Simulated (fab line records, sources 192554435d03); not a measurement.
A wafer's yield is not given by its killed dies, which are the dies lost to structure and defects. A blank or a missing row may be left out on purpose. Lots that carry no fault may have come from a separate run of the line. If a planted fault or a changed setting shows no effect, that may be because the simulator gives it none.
Chamber matching | flow n5Finfet | rieDiel-02 running N5_BEOL_M5_ETCH_61: 4 sister chambers
The step etches SiARC in CF4, target depth 15.6 nm, time 26 s. 4 wafers are shown with their chamber, then 8 later ones without.

## WAFERS WITH THEIR CHAMBER
wafer  | chamber | drypumpMotorCurrentA (A)
L084.4 | 0       | 6.1
L083.6 | 1       | 6.5
L086.6 | 3       | 5.2
L090.3 | 2       | 5.3

## WAFERS WITHOUT THEIR CHAMBER
wafer  | drypumpMotorCurrentA (A)
L090.4 | 6.1
L090.5 | 5.3
L092.1 | 5.2
L092.2 | 6.2
L092.6 | 6.5
L094.1 | 6.2
L094.2 | 6.6
L094.5 | 5.3

## WHICH CHAMBER EACH WENT THROUGH
wafer  | from the rows above     | in truth
L090.4 | 0                       | 0
L090.5 | can't be placed: 2 or 3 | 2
L092.1 | can't be placed: 3 or 2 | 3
L092.2 | 0                       | 0
L092.6 | 1                       | 1
L094.1 | 0                       | 0
L094.2 | 1                       | 1
L094.5 | can't be placed: 2 or 3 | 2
Placed correctly: 5 of 8. From these rows, 3 cannot be placed; in 3 the true chamber is one of the candidates. Placed wrongly: 0.
How it was worked out, from the rows above alone: a wafer's distance from a chamber is the root of the sum, over the readings, of the square of ((its reading less the chamber's mean) divided by the reading's scatter). If the next closest chamber is less than 2 further off than the closest, the wafer can't be placed; otherwise it belongs to the closest. A chamber's mean is the mean of its shown wafers. The scatter (one wafer shown for each chamber): square how far every hidden wafer sits from the nearest shown wafer, average those squares and take the square root.
